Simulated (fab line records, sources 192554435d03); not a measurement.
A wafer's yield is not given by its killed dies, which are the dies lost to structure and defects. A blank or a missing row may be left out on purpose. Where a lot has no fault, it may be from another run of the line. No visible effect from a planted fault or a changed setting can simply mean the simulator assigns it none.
Split-lot study    flow n5 finfet    7 lots, 21 wafers read, on a route of 1938 steps

ABOUT THE SPLIT
At N5_GATE_CUT_ALD_22 (deposits SiNx, target thk 16 nm, pulse time 1 s, ald cycles 320), the setting ald cycles was moved away from the recipe's 320 on 3 of the 21 wafers read, by -5.3% to +13.1%. All remaining wafers had this setting at the recipe value.

The reading is taken at the split's own step.

THE READING
SiNx_of_GATE_CUT_ALD_22.thk nm (the simulator's own value, which no gauge read), in nm, at N5_GATE_CUT_ALD_22 (deposits SiNx, target thk 16 nm, pulse time 1 s, ald cycles 320). No usual value for it is given in the file. Average 16.0 nm, standard deviation 0.094 nm, over the 18 wafers here run with the recipe.

wafer   tool, chamber at the split  ald cycles as run  against the recipe  SiNx_of_GATE_CUT_ALD_22.thk nm, nm  against lot-mates on the recipe
L078.2  ald sin-03, 1,0,2           320                recipe              16                                  -
L078.3  ald sin-03, 1,0,2           320                recipe              16                                  -
L078.4  ald sin-03, 1,0,2           320                recipe              16                                  -
L082.1  ald sin-01, 1               320                recipe              15.8                                -
L082.4  ald sin-01, 0,2             320                recipe              16                                  -
L082.5  ald sin-01, 0,2             320                recipe              16                                  -
L085.3  ald sin-01, 1,3             320                recipe              16                                  -
L085.5  ald sin-01, 1,3             320                recipe              16                                  -
L085.6  ald sin-01, 2               362                +13.1%              18.2                                +2.2
L086.1  ald sin-01, 2,3             320                recipe              16                                  -
L086.3  ald sin-01, 2,3             320                recipe              16                                  -
L086.4  ald sin-01, 0               320                recipe              16.2                                -
L094.2  ald sin-02, 1               320                recipe              16.2                                -
L094.4  ald sin-02, 0,3             320                recipe              16                                  -
L094.5  ald sin-02, 0,3             320                recipe              16                                  -
L095.1  ald sin-01, 1               320                recipe              16                                  -
L095.3  ald sin-01, 3,0             303                -5.3%               15.2                                -0.8
L095.6  ald sin-01, 3,0             303                -5.3%               15.2                                -0.8
L096.3  ald sin-02, 3               320                recipe              15.8                                -
L096.5  ald sin-02, 2,3             320                recipe              16                                  -
L096.6  ald sin-02, 2,3             320                recipe              16                                  -
Rows listing several chambers each stand for several wafers; the file does not say which wafer went through which chamber.

THE FIT
A straight line over all 21 wafers: SiNx_of_GATE_CUT_ALD_22.thk nm changes by +0.163 nm for each +1% of ald cycles; r = +0.99; the points scatter about the line by 0.095 nm.
The same after taking each lot's own level away (the mean of its wafers on the recipe; 21 wafers): +0.163 nm for each +1%; r = +0.99; scatter 0.079 nm.
The reading moves by 2.1 nm for the largest change in ald cycles, on that fit.
From 15.93 to 16.07 nm: that is the span of the lots' own levels, equal to 1.4 times the standard deviation above.
Hence the lot-to-lot level has little effect on the slope; both slopes agree.
Check: for one of the wafers moved furthest among these (+13.1%), held out of the fit, the line's prediction against its lot-mates is +1.98 nm. Against them it came out at +2.2 nm.

ADDITIONAL SPLITS CARRIED BY THESE WAFERS
These wafers also went through other splits before the reading. Each is held against what the fit with the lots' levels taken away leaves over:
other split on the same wafers  wafers away from the commonest value  r with SiNx_of_GATE_CUT_ALD_22.thk nm (lot level and that fit taken away)
N5_HKMG_FIN_ETCH_58 source w    3                                     +0.14
N5_GATE_CUT_ETCH_58 bias w      5                                     -0.08

THE FILE'S OWN FIT
SiNx_of_GATE_CUT_ALD_22.thk nm changes by +0.165 nm for each +1% of ald cycles, r = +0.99.
